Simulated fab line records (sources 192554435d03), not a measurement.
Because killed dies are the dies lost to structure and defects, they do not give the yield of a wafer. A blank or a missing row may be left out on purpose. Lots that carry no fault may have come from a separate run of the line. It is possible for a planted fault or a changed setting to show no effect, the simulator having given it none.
Which tool did it? + flow n5-finfet + Sampling: 23 lots, 69 wafers, 6 of 1938 route steps

## WHAT EACH GAUGE READ, for each wafer
N5_BEOL_M0_OCD_MEAS_108. Usual: trench-depth-nm reads 32.5 nm (standard deviation 0.66).
| lot  | measured     | on     | trench-depth-nm (nm) | flag |
|------|--------------|--------|----------------------|------|
| L074 | day 6 07:11  | ocd-01 | 32.4 32.3 32.5       |      |
| L075 | day 6 07:18  | ocd-01 | 32.0 32.5 32.1       |      |
| L077 | day 6 10:17  | ocd-02 | 32.5 33.0 31.2       |      |
| L078 | day 6 23:06  | ocd-01 | 33.2 32.2 33.0       |      |
| L080 | day 7 06:55  | ocd-02 | 32.0 32.9 32.4       |      |
| L081 | day 7 13:01  | ocd-01 | 31.3 31.6 31.3       |      |
| L082 | day 7 20:50  | ocd-02 | 31.9 32.4 32.0       |      |
| L083 | day 8 02:06  | ocd-02 | 31.8 32.7 32.0       |      |
| L084 | day 8 11:22  | ocd-02 | 32.7 33.9 33.3       |      |
| L085 | day 8 16:40  | ocd-02 | 32.3 32.6 33.0       |      |
| L086 | day 8 19:45  | ocd-02 | 32.4 31.8 32.9       |      |
| L087 | day 8 23:01  | ocd-02 | 33.3 32.2 32.2       |      |
| L088 | day 9 04:10  | ocd-01 | 33.5 32.5 32.1       |      |
| L089 | day 9 09:18  | ocd-01 | 32.9 32.7 33.6       |      |
| L090 | day 9 19:07  | ocd-01 | 31.7 31.5 32.3       |      |
| L091 | day 9 22:49  | ocd-01 | 32.8 34.0 33.2       |      |
| L092 | day 10 07:11 | ocd-01 | 33.0 33.0 32.1       |      |
| L093 | day 10 15:11 | ocd-01 | 33.0 32.0 33.6       |      |
| L076 | day 10 21:43 | ocd-01 | 32.4 32.8 32.9       |      |
| L094 | day 11 02:13 | ocd-02 | 31.3 31.0 32.3       |      |
| L095 | day 11 07:57 | ocd-01 | 32.4 32.2 32.5       |      |
| L097 | day 11 23:33 | ocd-02 | 32.7 32.7 32.7       |      |
| L096 | day 11 23:53 | ocd-01 | 33.2 32.4 33.5       |      |

## EACH LOT AND THE TOOL THAT RAN IT (in order: tool; ch and the chambers of the sampled wafers; start)
| lot  | N5_BEOL_M0_SAQP_ALD_48            | N5_BEOL_M0_CUTY_ETCH_63            | N5_BEOL_M0_ETCH_138                | N5_BEOL_M0_STRIP_104               | N5_BEOL_M0_STRIP_142               |
|------|-----------------------------------|------------------------------------|------------------------------------|------------------------------------|------------------------------------|
| L074 | ald-sin-04 ch 0,2,3, day 5 19:44  | rie-diel-03 ch 1,2,3, day 5 21:10  | rie-diel-03 ch 1,2,3, day 5 21:17  | rie-diel-03 ch 0,1,2, day 6 06:55  | rie-diel-03 ch 0,1,3, day 6 07:06  |
| L075 | ald-sin-02 ch 0,1,2, day 5 23:37  | rie-diel-03 ch 1,2,3, day 6 00:41  | rie-diel-03 ch 1,2,3, day 6 00:49  | rie-diel-03 ch 0,1,3, day 6 06:58  | rie-diel-03 ch 0,1,3, day 6 07:13  |
| L077 | ald-sin-04 ch 0,1,3, day 6 07:23  | rie-diel-03 ch 0,2,3, day 6 08:34  | rie-diel-03 ch 0,2,3, day 6 08:42  | rie-diel-03 ch 1,2,3, day 6 09:56  | rie-diel-03 ch 0,1,2, day 6 10:13  |
| L078 | ald-sin-01 ch 0,1,3, day 6 20:20  | rie-diel-06 ch 0,1,3, day 6 21:33  | rie-diel-06 ch 0,1,3, day 6 21:40  | rie-diel-01 ch 0,1,2, day 6 22:50  | rie-diel-01 ch 0,1,3, day 6 23:01  |
| L080 | ald-sin-04 ch 0,2,3, day 7 04:11  | rie-diel-06 ch 1,3, day 7 05:28    | rie-diel-06 ch 1,3, day 7 05:35    | rie-diel-03 ch 0,1,2, day 7 06:38  | rie-diel-06 ch 1,3, day 7 06:50    |
| L081 | ald-sin-02 ch 0,1,2, day 7 10:37  | rie-diel-01 ch 0,1,3, day 7 11:52  | rie-diel-01 ch 0,1,3, day 7 11:59  | rie-diel-06 ch 0,1,3, day 7 12:35  | rie-diel-03 ch 0,2, day 7 12:56    |
| L082 | ald-sin-01 ch 1,3, day 7 17:43    | rie-diel-06 ch 0,2, day 7 19:02    | rie-diel-06 ch 0,2, day 7 19:10    | rie-diel-01 ch 0,2,3, day 7 20:29  | rie-diel-06 ch 1,3, day 7 20:46    |
| L083 | ald-sin-04 ch 0,3, day 7 22:52    | rie-diel-06 ch 0,3, day 7 23:56    | rie-diel-06 ch 0,3, day 8 00:03    | rie-diel-01 ch 2,3, day 8 01:47    | rie-diel-01 ch 1,2, day 8 02:01    |
| L084 | ald-sin-02 ch 2,3, day 8 06:45    | rie-diel-06 ch 0,2,3, day 8 07:56  | rie-diel-06 ch 0,2,3, day 8 08:04  | rie-diel-01 ch 1,2,3, day 8 11:02  | rie-diel-01 ch 0,1,3, day 8 11:17  |
| L085 | ald-sin-04 ch 1,2,3, day 8 12:32  | rie-diel-03 ch 0,1, day 8 14:07    | rie-diel-03 ch 0,1, day 8 14:14    | rie-diel-06 ch 0,3, day 8 16:23    | rie-diel-06 ch 0,3, day 8 16:34    |
| L086 | ald-sin-02 ch 0,1,3, day 8 15:46  | rie-diel-03 ch 0,2,3, day 8 16:57  | rie-diel-03 ch 0,2,3, day 8 17:04  | rie-diel-01 ch 0,1,2, day 8 19:14  | rie-diel-03 ch 0,2,3, day 8 19:40  |
| L087 | ald-sin-04 ch 1,2,3, day 8 20:40  | rie-diel-01 ch 0,2,3, day 8 21:56  | rie-diel-01 ch 0,2,3, day 8 22:04  | rie-diel-03 ch 2,3, day 8 22:45    | rie-diel-06 ch 0,3, day 8 22:56    |
| L088 | ald-sin-01 ch 0,3, day 9 01:19    | rie-diel-03 ch 1,3, day 9 02:30    | rie-diel-03 ch 1,3, day 9 02:37    | rie-diel-06 ch 0,1,3, day 9 03:54  | rie-diel-06 ch 0,1,3, day 9 04:05  |
| L089 | ald-sin-04 ch 0,1,2, day 9 06:32  | rie-diel-03 ch 1,2, day 9 07:44    | rie-diel-03 ch 1,2, day 9 07:52    | rie-diel-01 ch 2,3, day 9 08:52    | rie-diel-03 ch 1,3, day 9 09:13    |
| L090 | ald-sin-01 ch 0,2,3, day 9 16:21  | rie-diel-01 ch 0,3, day 9 17:48    | rie-diel-01 ch 0,3, day 9 17:55    | rie-diel-01 ch 2,3, day 9 18:49    | rie-diel-01 ch 2,3, day 9 19:02    |
| L091 | ald-sin-01 ch 0,1,2, day 9 20:32  | rie-diel-06 ch 0,1,2, day 9 21:43  | rie-diel-06 ch 0,1,2, day 9 21:50  | rie-diel-01 ch 0,1,2, day 9 22:10  | rie-diel-03 ch 0,1,3, day 9 22:44  |
| L092 | ald-sin-04 ch 1,3, day 10 04:02   | rie-diel-03 ch 0,3, day 10 05:07   | rie-diel-03 ch 0,3, day 10 05:15   | rie-diel-03 ch 0,1,2, day 10 06:55 | rie-diel-03 ch 1,3, day 10 07:06   |
| L093 | ald-sin-01 ch 0,1,2, day 10 13:19 | rie-diel-01 ch 0,1,2, day 10 14:23 | rie-diel-01 ch 0,1,2, day 10 14:30 | rie-diel-03 ch 1,3, day 10 14:50   | rie-diel-01 ch 0,1,2, day 10 15:07 |
| L076 | ald-sin-01 ch 0,1, day 10 16:28   | rie-diel-01 ch 1,3, day 10 17:41   | rie-diel-01 ch 1,3, day 10 17:48   | rie-diel-03 ch 1,2,3, day 10 21:26 | rie-diel-03 ch 0,1,3, day 10 21:38 |
| L094 | ald-sin-01 ch 1,2,3, day 10 20:33 | rie-diel-03 ch 2,3, day 10 21:46   | rie-diel-03 ch 2,3, day 10 21:53   | rie-diel-03 ch 0,1,3, day 11 00:31 | rie-diel-03 ch 2,3, day 11 02:08   |
| L095 | ald-sin-04 ch 0,2,3, day 11 05:43 | rie-diel-06 ch 0,1,3, day 11 07:13 | rie-diel-06 ch 0,1,3, day 11 07:20 | rie-diel-01 ch 0,3, day 11 07:41   | rie-diel-06 ch 1,3, day 11 07:52   |
| L097 | ald-sin-04 ch 0,2, day 11 09:38   | rie-diel-06 ch 0,2,3, day 11 10:41 | rie-diel-06 ch 0,2,3, day 11 10:49 | rie-diel-06 ch 2,3, day 11 23:17   | rie-diel-03 ch 0,1,3, day 11 23:28 |
| L096 | ald-sin-01 ch 1,2,3, day 11 14:01 | rie-diel-01 ch 0,1,3, day 11 15:12 | rie-diel-01 ch 0,1,3, day 11 15:20 | rie-diel-01 ch 0,2,3, day 11 23:35 | rie-diel-01 ch 0,1,2, day 11 23:48 |
- N5_BEOL_M0_SAQP_ALD_48: deposits SiO2, target thk 20 nm, pulse time 1 s, co reactant pulse time 1 s.
- N5_BEOL_M0_CUTY_ETCH_63: etches SOC in N2/H2, target depth 82.7 nm, overetch 16.5 nm, time 124 s.
- N5_BEOL_M0_ETCH_138: etches SiCN in CH3F/O2, target depth 12 nm, time 31.6 s.
- N5_BEOL_M0_STRIP_104: strips in N2/H2.
- N5_BEOL_M0_STRIP_142: strips in N2/H2, time 10 s.

## AS READ BY THE TOOLS THEMSELVES (means over the sampled wafers that have a number; for cases with no such wafer, the mark the record gives instead)
N5_BEOL_M0_SAQP_ALD_48. Usual: heater-power-w 78 W, standard deviation 6.7; precursor-pulse-height-rel 1.000, standard deviation 0.019.
| lot  | tool       | heater-power-w (W) | precursor-pulse-height-rel | flag |
|------|------------|--------------------|----------------------------|------|
| L074 | ald-sin-04 | 83                 | 0.987                      |      |
| L075 | ald-sin-02 | 81                 | 1.021                      |      |
| L077 | ald-sin-04 | 83                 | 1.012                      |      |
| L078 | ald-sin-01 | 77                 | 1.009                      |      |
| L080 | ald-sin-04 | 83                 | 0.987                      |      |
| L081 | ald-sin-02 | 82                 | 1.001                      |      |
| L082 | ald-sin-01 | 79                 | 1.013                      |      |
| L083 | ald-sin-04 | 83                 | 1.001                      |      |
| L084 | ald-sin-02 | 78                 | 0.985                      |      |
| L085 | ald-sin-04 | 80                 | 0.994                      |      |
| L086 | ald-sin-02 | 74                 | 0.985                      |      |
| L087 | ald-sin-04 | 81                 | 1.009                      |      |
| L088 | ald-sin-01 | 75                 | 1.003                      |      |
| L089 | ald-sin-04 | 83                 | 1.013                      |      |
| L090 | ald-sin-01 | 72                 | 0.995                      |      |
| L091 | ald-sin-01 | 74                 | 0.987                      |      |
| L092 | ald-sin-04 | 80                 | 0.977                      |      |
| L093 | ald-sin-01 | 75                 | 1.000                      |      |
| L076 | ald-sin-01 | 80                 | 0.992                      |      |
| L094 | ald-sin-01 | 76                 | 0.998                      |      |
| L095 | ald-sin-04 | 82                 | 1.011                      |      |
| L097 | ald-sin-04 | 84                 | 1.008                      |      |
| L096 | ald-sin-01 | 76                 | 1.014                      |      |

N5_BEOL_M0_CUTY_ETCH_63. Usual: drypump-motor-current-A 5.6 A, standard deviation 0.35; oes-product-au 0.63 a.u., standard deviation 0.048; rf-vpp-V 524.7 V, standard deviation 1.9; showerhead-plenum-p-Torr 2.57 Torr, standard deviation 0.07; throttle-valve-pct 17.9 %, standard deviation 0.3.
| lot  | tool        | drypump-motor-current-A (A) | oes-product-au (a.u.) | rf-vpp-V (V) | showerhead-plenum-p-Torr (Torr) | throttle-valve-pct (%) | flag |
|------|-------------|-----------------------------|-----------------------|--------------|---------------------------------|------------------------|------|
| L074 | rie-diel-03 | 5.7                         | 0.63                  | 524.4        | 2.54                            | 17.7                   |      |
| L075 | rie-diel-03 | 5.8                         | 0.63                  | 523.7        | 2.54                            | 17.7                   |      |
| L077 | rie-diel-03 | 5.6                         | 0.60                  | 524.7        | 2.55                            | 17.9                   |      |
| L078 | rie-diel-06 | 5.5                         | 0.63                  | 525.0        | 2.58                            | 18.0                   |      |
| L080 | rie-diel-06 | 5.3                         | 0.59                  | 526.9        | 2.64                            | 18.3                   |      |
| L081 | rie-diel-01 | 5.6                         | 0.69                  | 525.9        | 2.62                            | 17.7                   |      |
| L082 | rie-diel-06 | 5.8                         | 0.69                  | 522.9        | 2.50                            | 17.6                   |      |
| L083 | rie-diel-06 | 5.6                         | 0.65                  | 523.2        | 2.52                            | 17.8                   |      |
| L084 | rie-diel-06 | 5.5                         | 0.65                  | 524.5        | 2.56                            | 17.9                   |      |
| L085 | rie-diel-03 | 5.5                         | 0.59                  | 525.4        | 2.57                            | 17.9                   |      |
| L086 | rie-diel-03 | 5.6                         | 0.58                  | 525.0        | 2.54                            | 17.9                   |      |
| L087 | rie-diel-01 | 5.6                         | 0.66                  | 524.2        | 2.61                            | 17.9                   |      |
| L088 | rie-diel-03 | 5.6                         | 0.62                  | 523.3        | 2.54                            | 17.7                   |      |
| L089 | rie-diel-03 | 6.0                         | 0.62                  | 523.2        | 2.53                            | 17.7                   |      |
| L090 | rie-diel-01 | 5.6                         | 0.70                  | 523.9        | 2.56                            | 17.6                   |      |
| L091 | rie-diel-06 | 5.7                         | 0.63                  | 524.2        | 2.54                            | 17.8                   |      |
| L092 | rie-diel-03 | 5.2                         | 0.65                  | 524.3        | 2.55                            | 17.9                   |      |
| L093 | rie-diel-01 | 5.6                         | 0.62                  | 526.3        | 2.65                            | 18.0                   |      |
| L076 | rie-diel-01 | 5.5                         | 0.64                  | 524.8        | 2.59                            | 17.9                   |      |
| L094 | rie-diel-03 | 5.9                         | 0.59                  | 523.6        | 2.51                            | 17.9                   |      |
| L095 | rie-diel-06 | 5.5                         | 0.61                  | 524.3        | 2.56                            | 18.0                   |      |
| L097 | rie-diel-06 | 5.5                         | 0.63                  | 523.7        | 2.55                            | 17.9                   |      |
| L096 | rie-diel-01 | 5.6                         | 0.65                  | 525.1        | 2.61                            | 17.8                   |      |

N5_BEOL_M0_ETCH_138. Usual: drypump-motor-current-A 5.6 A, standard deviation 0.35; etch-rf-on-time-s 29.3 s, standard deviation 0.86; oes-product-au 0.65 a.u., standard deviation 0.054; rf-vpp-V 297.7 V, standard deviation 1.3; showerhead-plenum-p-Torr 2.02 Torr, standard deviation 0.054; throttle-valve-pct 16.4 %, standard deviation 0.3.
| lot  | tool        | drypump-motor-current-A (A) | etch-rf-on-time-s (s) | oes-product-au (a.u.) | rf-vpp-V (V) | showerhead-plenum-p-Torr (Torr) | throttle-valve-pct (%) | flag |
|------|-------------|-----------------------------|-----------------------|-----------------------|--------------|---------------------------------|------------------------|------|
| L074 | rie-diel-03 | 5.7                         | 29.1                  | 0.65                  | 297.5        | 2.01                            | 16.3                   |      |
| L075 | rie-diel-03 | 5.7                         | 29.2                  | 0.65                  | 298.0        | 2.01                            | 16.3                   |      |
| L077 | rie-diel-03 | 5.6                         | 29.6                  | 0.62                  | 297.3        | 2.02                            | 16.5                   |      |
| L078 | rie-diel-06 | 5.5                         | 30.0                  | 0.64                  | 298.1        | 2.03                            | 16.5                   |      |
| L080 | rie-diel-06 | 5.3                         | 30.5                  | 0.61                  | 298.4        | 2.08                            | 16.8                   |      |
| L081 | rie-diel-01 | 5.6                         | 29.3                  | 0.72                  | 298.6        | 2.05                            | 16.1                   |      |
| L082 | rie-diel-06 | 5.8                         | 28.5                  | 0.72                  | 296.7        | 1.96                            | 16.1                   |      |
| L083 | rie-diel-06 | 5.6                         | 28.8                  | 0.68                  | 296.7        | 1.98                            | 16.3                   |      |
| L084 | rie-diel-06 | 5.5                         | 28.8                  | 0.68                  | 297.4        | 2.01                            | 16.4                   |      |
| L085 | rie-diel-03 | 5.5                         | 29.0                  | 0.61                  | 298.2        | 2.05                            | 16.7                   |      |
| L086 | rie-diel-03 | 5.6                         | 30.1                  | 0.60                  | 297.5        | 2.02                            | 16.6                   |      |
| L087 | rie-diel-01 | 5.6                         | 28.9                  | 0.68                  | 299.1        | 2.04                            | 16.2                   |      |
| L088 | rie-diel-03 | 5.5                         | 28.8                  | 0.64                  | 297.1        | 2.01                            | 16.3                   |      |
| L089 | rie-diel-03 | 6.0                         | 29.2                  | 0.64                  | 297.2        | 2.00                            | 16.3                   |      |
| L090 | rie-diel-01 | 5.6                         | 29.7                  | 0.74                  | 297.4        | 2.01                            | 16.0                   |      |
| L091 | rie-diel-06 | 5.7                         | 29.4                  | 0.66                  | 297.7        | 1.99                            | 16.3                   |      |
| L092 | rie-diel-03 | 5.2                         | 29.6                  | 0.67                  | 297.8        | 2.02                            | 16.4                   |      |
| L093 | rie-diel-01 | 5.6                         | 29.3                  | 0.64                  | 297.7        | 2.07                            | 16.4                   |      |
| L076 | rie-diel-01 | 5.5                         | 29.3                  | 0.66                  | 297.5        | 2.03                            | 16.3                   |      |
| L094 | rie-diel-03 | 5.9                         | 30.3                  | 0.60                  | 297.3        | 1.98                            | 16.5                   |      |
| L095 | rie-diel-06 | 5.5                         | 29.5                  | 0.63                  | 297.3        | 2.01                            | 16.5                   |      |
| L097 | rie-diel-06 | 5.5                         | 29.0                  | 0.66                  | 298.1        | 2.00                            | 16.4                   |      |
| L096 | rie-diel-01 | 5.6                         | 28.3                  | 0.68                  | 297.8        | 2.03                            | 16.1                   |      |

N5_BEOL_M0_STRIP_104. Usual: drypump-motor-current-A 5.6 A, standard deviation 0.31; oes-product-au 0.78 a.u., standard deviation 0.077; rf-vpp-V 59.3 V, standard deviation 1.6; showerhead-plenum-p-Torr 2.57 Torr, standard deviation 0.073; throttle-valve-pct 23.7 %, standard deviation 0.37.
| lot  | tool        | drypump-motor-current-A (A) | oes-product-au (a.u.) | rf-vpp-V (V) | showerhead-plenum-p-Torr (Torr) | throttle-valve-pct (%) | flag |
|------|-------------|-----------------------------|-----------------------|--------------|---------------------------------|------------------------|------|
| L074 | rie-diel-03 | 5.8                         | 0.74                  | 58.7         | 2.55                            | 23.4                   |      |
| L075 | rie-diel-03 | 5.4                         | 0.75                  | 59.3         | 2.56                            | 23.6                   |      |
| L077 | rie-diel-03 | 5.7                         | 0.76                  | 57.8         | 2.54                            | 23.5                   |      |
| L078 | rie-diel-01 | 5.7                         | 0.77                  | 59.3         | 2.66                            | 23.9                   |      |
| L080 | rie-diel-03 | 5.8                         | 0.74                  | 58.8         | 2.54                            | 23.4                   |      |
| L081 | rie-diel-06 | 5.6                         | 0.75                  | 59.2         | 2.57                            | 23.8                   |      |
| L082 | rie-diel-01 | 5.6                         | 0.83                  | 58.9         | 2.61                            | 23.8                   |      |
| L083 | rie-diel-01 | 5.6                         | 0.82                  | 59.6         | 2.53                            | 23.8                   |      |
| L084 | rie-diel-01 | 5.6                         | 0.79                  | 60.8         | 2.59                            | 23.9                   |      |
| L085 | rie-diel-06 | 5.6                         | 0.79                  | 59.2         | 2.52                            | 23.6                   |      |
| L086 | rie-diel-01 | 5.6                         | 0.76                  | 60.4         | 2.66                            | 23.9                   |      |
| L087 | rie-diel-03 | 5.5                         | 0.72                  | 59.5         | 2.53                            | 23.7                   |      |
| L088 | rie-diel-06 | 5.6                         | 0.73                  | 59.8         | 2.56                            | 23.9                   |      |
| L089 | rie-diel-01 | 5.6                         | 0.74                  | 59.6         | 2.57                            | 24.1                   |      |
| L090 | rie-diel-01 | 5.6                         | 0.74                  | 60.3         | 2.57                            | 24.1                   |      |
| L091 | rie-diel-01 | 5.6                         | 0.75                  | 58.2         | 2.65                            | 23.9                   |      |
| L092 | rie-diel-03 | 5.8                         | 0.81                  | 59.6         | 2.53                            | 23.3                   |      |
| L093 | rie-diel-03 | 5.6                         | 0.75                  | 58.9         | 2.53                            | 23.6                   |      |
| L076 | rie-diel-03 | 5.7                         | 0.73                  | 59.9         | 2.52                            | 23.5                   |      |
| L094 | rie-diel-03 | 5.4                         | 0.80                  | 59.5         | 2.55                            | 23.5                   |      |
| L095 | rie-diel-01 | 5.7                         | 0.83                  | 58.9         | 2.62                            | 23.5                   |      |
| L097 | rie-diel-06 | 5.4                         | 0.76                  | 60.2         | 2.58                            | 23.9                   |      |
| L096 | rie-diel-01 | 5.7                         | 0.88                  | 59.2         | 2.59                            | 23.6                   |      |

N5_BEOL_M0_STRIP_142. Usual: drypump-motor-current-A 5.6 A, standard deviation 0.35; oes-product-au 0.77 a.u., standard deviation 0.07; rf-vpp-V 59.2 V, standard deviation 0.84; showerhead-plenum-p-Torr 2.57 Torr, standard deviation 0.069; throttle-valve-pct 23.7 %, standard deviation 0.39.
| lot  | tool        | drypump-motor-current-A (A) | oes-product-au (a.u.) | rf-vpp-V (V) | showerhead-plenum-p-Torr (Torr) | throttle-valve-pct (%) | flag |
|------|-------------|-----------------------------|-----------------------|--------------|---------------------------------|------------------------|------|
| L074 | rie-diel-03 | 5.4                         | 0.75                  | 59.1         | 2.56                            | 23.6                   |      |
| L075 | rie-diel-03 | 5.4                         | 0.76                  | 60.1         | 2.56                            | 23.6                   |      |
| L077 | rie-diel-03 | 5.8                         | 0.75                  | 59.5         | 2.55                            | 23.4                   |      |
| L078 | rie-diel-01 | 5.6                         | 0.84                  | 58.8         | 2.62                            | 23.5                   |      |
| L080 | rie-diel-06 | 5.3                         | 0.71                  | 58.9         | 2.63                            | 24.2                   |      |
| L081 | rie-diel-03 | 6.0                         | 0.72                  | 59.4         | 2.53                            | 23.4                   |      |
| L082 | rie-diel-06 | 5.3                         | 0.71                  | 59.9         | 2.63                            | 24.3                   |      |
| L083 | rie-diel-01 | 5.6                         | 0.71                  | 59.4         | 2.63                            | 24.2                   |      |
| L084 | rie-diel-01 | 5.6                         | 0.83                  | 59.8         | 2.62                            | 23.6                   |      |
| L085 | rie-diel-06 | 5.6                         | 0.79                  | 59.1         | 2.52                            | 23.6                   |      |
| L086 | rie-diel-03 | 5.6                         | 0.71                  | 59.0         | 2.54                            | 23.6                   |      |
| L087 | rie-diel-06 | 5.4                         | 0.75                  | 58.2         | 2.58                            | 24.1                   |      |
| L088 | rie-diel-06 | 5.5                         | 0.74                  | 58.6         | 2.56                            | 23.9                   |      |
| L089 | rie-diel-03 | 5.6                         | 0.76                  | 58.8         | 2.54                            | 23.6                   |      |
| L090 | rie-diel-01 | 5.6                         | 0.74                  | 58.6         | 2.57                            | 24.1                   |      |
| L091 | rie-diel-03 | 5.4                         | 0.82                  | 59.2         | 2.55                            | 23.5                   |      |
| L092 | rie-diel-03 | 5.3                         | 0.74                  | 59.4         | 2.54                            | 23.7                   |      |
| L093 | rie-diel-01 | 5.7                         | 0.74                  | 59.0         | 2.65                            | 23.9                   |      |
| L076 | rie-diel-03 | 5.4                         | 0.80                  | 59.3         | 2.55                            | 23.5                   |      |
| L094 | rie-diel-03 | 5.9                         | 0.71                  | 59.0         | 2.51                            | 23.5                   |      |
| L095 | rie-diel-06 | 5.3                         | 0.69                  | 59.7         | 2.62                            | 24.3                   |      |
| L097 | rie-diel-03 | 5.4                         | 0.78                  | 58.8         | 2.54                            | 23.5                   |      |
| L096 | rie-diel-01 | 5.6                         | 0.84                  | 59.0         | 2.64                            | 23.7                   |      |

## THE ANSWER, worked out from the rows above alone
Rule: a lot is off if the mean of its wafers that have a number lies more than 3 standard deviations from the usual mean. A lot without any number at a reading at which 4 lots or more have one is off too. Any other lot the step has rows for is counted as sound. After the gauges, taken in route order, come the tools' own readings; for these a lot's mean is taken, as printed above. The first step at which some lot is off is used, and at that step the reading that is off furthest; a lot without a number counts as furthest.
Across all readings shown, no lot is off: no conclusion can be drawn from this.

## WHAT THE SIMULATOR HAD PUT IN
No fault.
